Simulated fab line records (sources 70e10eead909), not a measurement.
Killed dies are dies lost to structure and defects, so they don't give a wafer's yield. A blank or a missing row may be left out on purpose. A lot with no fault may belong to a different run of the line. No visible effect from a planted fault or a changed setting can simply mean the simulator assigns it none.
A lot that was struck, set against a sound lot -- flow nand-harc -- 24 out of 1302 route steps
Sound: the wafers L633.3, L633.4, L633.5. Wafers L648.2, L648.3, L648.6 were the ones struck. At the end, the cause is stated.
At each step with rows: each side's tool, then ch and its chambers, then its first start. Under that, the readings that differ: sound wafers -- struck wafers -- difference of the means -- sigmas: that difference in standard deviations of wafers without a fault.
alike: words and numbers the same on both sides, and readings whose means are apart by under 2 such deviations; not compared: readings that were withheld, readings missing a value for some wafer, numbers with overlapping values and no deviation given by the record, and bounds like >300 which may hide the same value.
A row with sigmas, a row that says differs or no value, or rows on one side alone: a step with any of these is where the two part. Non-overlapping numbers with no deviation appear without sigmas and do not part them. Lack of a reading on every wafer of one side parts them only where that side has two or more wafers.

NHARC_P_M1_INSPECT_27:
  sound: defect-inspect-02 at day 7 12:31; struck: defect-inspect-02 at day 13 16:50
  alike: raw-defect-count
NHARC_P_M1_PRE_CLEAN_32: time 12 s.
  sound on pecvd-03 ch 0,1,2, day 7 12:37; struck on pecvd-03 ch 1,2, day 13 16:55
  alike: heater-power-w
NHARC_P_M1_DEP_33: deposits SiCN, target thk 30 nm.
  sound on pecvd-03 ch 0,1,2, day 7 12:45; struck on pecvd-03 ch 1,2, day 13 17:01
  alike: heater-power-w
then, 8 steps without rows for these wafers: NHARC_P_M2_DEP_00 (deposits SiOC, target thk 182.5 nm); NHARC_P_M2_DEHYDRATE_01 (time 120 s); NHARC_P_M2_HMDS_02 (time 30 s); NHARC_P_M2_COAT_34 (time 65 s); NHARC_P_M2_COAT_03 (resist thk 90 nm); NHARC_P_M2_SOFTBAKE_04 (time 55 s); NHARC_P_M2_EBR_05; NHARC_P_M2_EXPOSE_06 (exposes mask P M2, target cd 170 nm).
NHARC_P_M2_PEB_07: peb time 65 s.
  sound on litho-track-06 ch 0, day 7 13:50; struck on litho-track-04 ch 0, day 13 18:08
reading,sound,struck,difference,sigmas
heater-power-total-W (W),156.1 156.1 156.1,167.2 166.8 166.1,+10.6,+25
plate-temp-C (C),100.00 100.20 100.06,104.85 104.97 104.87,+4.81,+37
then, 1 step without rows for these wafers: NHARC_P_M2_DEVELOP_08 (develop time 35 s).
NHARC_P_M2_CD_MEAS_09: the cd target is 170 nm.
  sound on cd-sem-01 ch 0, day 7 13:55; struck on cd-sem-03 ch 0, day 13 18:14
reading,sound,struck,difference,sigmas
cd-nm (nm),169.0 169.8 170.4,183.9 184.9 184.9,+14.8,+20
NHARC_P_M2_OVL_MEAS_10: pitch 340 nm.
  sound: overlay-01 at day 7 14:01; struck: overlay-01 at day 13 18:19
  alike: overlay-x-nm, overlay-y-nm
NHARC_P_M2_INSPECT_11:
  sound: defect-inspect-02 at day 7 14:02; struck: defect-inspect-01 at day 13 18:21
  alike: raw-defect-count
NHARC_P_M2_DESCUM_14: chemistry O2, time 3 s.
  sound on rie-diel-06 ch 0,2,3, day 7 14:07; struck on rie-diel-05 ch 0,1,2, day 13 18:25
reading,sound,struck,difference,sigmas
model.P_M2.cd-nm (nm),169.4 170.1 171.8,183.1 184.2 184.8,+13.6,
  alike: chamber-pressure-mTorr, drypump-motor-current-A, oes-product-au, rf-vpp-V, showerhead-plenum-p-Torr, throttle-valve-pct
  not compared: rf-hours-counter-h
NHARC_P_M2_ETCH_35: etches the open film in N2/H2, target depth 40 nm, overetch 12 nm, time 43.94 s.
  sound on rie-diel-06 ch 0,2,3, day 7 14:11; struck on rie-diel-05 ch 1,3, day 13 18:29
  alike: bias-w, chamber-pressure-mTorr, drypump-motor-current-A, oes-product-au, rf-vpp-V, showerhead-plenum-p-Torr, throttle-valve-pct
  not compared: rf-hours-counter-h
NHARC_P_M2_ETCH_15: etches the open film in C4F8/Ar, target depth 182.5 nm, time 91.2 s.
  sound on rie-diel-06 ch 1,3; struck on rie-diel-05 ch 0,1,3
reading,sound,struck,difference,sigmas
oes-product-au (a.u.),0.931 0.909 0.908,0.972 0.974 0.984,+0.061,+3
  alike: bias-w, chamber-pressure-mTorr, rf-vpp-V
  not compared: rf-hours-counter-h
NHARC_P_M2_CD_MEAS_16:
  sound: cd-sem-03 at day 7 14:25; struck: cd-sem-03 at day 13 18:43
reading,sound,struck,difference,sigmas
cd-nm (nm),169.3 169.8 170.5,183.5 184.3 185.7,+14.6,+15
NHARC_P_M2_STRIP_18: strips in N2/H2.
  sound on rie-diel-05 ch 0,1, day 7 14:29; struck on rie-diel-04 ch 0,3, day 13 18:49
reading,sound,struck,difference,sigmas
showerhead-plenum-p-Torr (Torr),2.15 2.18 2.18,1.94 2.01 2.01,-0.18,-3
  alike: chamber-pressure-mTorr, drypump-motor-current-A, oes-product-au, rf-vpp-V, throttle-valve-pct
  not compared: rf-hours-counter-h
NHARC_P_M2_ETCH_28: etches the open film in CF4/N2, target depth 30 nm, time 72.99 s.
  sound on rie-diel-05 ch 0,2,3; struck on rie-diel-04 ch 0,1,3
reading,sound,struck,difference,sigmas
model.P_M2.cd-nm (nm),169.9 169.4 169.9,183.8 184.1 184.6,+14.4,
  alike: bias-w, chamber-pressure-mTorr, drypump-motor-current-A, oes-product-au, rf-vpp-V, showerhead-plenum-p-Torr, throttle-valve-pct
  not compared: rf-hours-counter-h
then, 1 step without rows for these wafers: NHARC_P_M2_STRIP_19 (strips in post etch residue remover, time 600 s).
-- jump in the record: it breaks off in module P_M2 and resumes in module END (first step shown: number 1302 of the route), and 18 days separate the struck wafers' starts before and after --
NHARC_END_SORT_01:
  here the record holds rows for the struck wafers (prober-01 ch 0, day 31 22:41) but none for the sound ones

## WHERE THEY PART
Last at NHARC_END_SORT_01 as far as this record goes, first at NHARC_P_M2_PEB_07.

WHY: what the simulator had put in
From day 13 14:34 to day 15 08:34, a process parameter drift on litho-track-04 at NHARC_P_M2_PEB_07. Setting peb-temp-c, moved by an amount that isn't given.
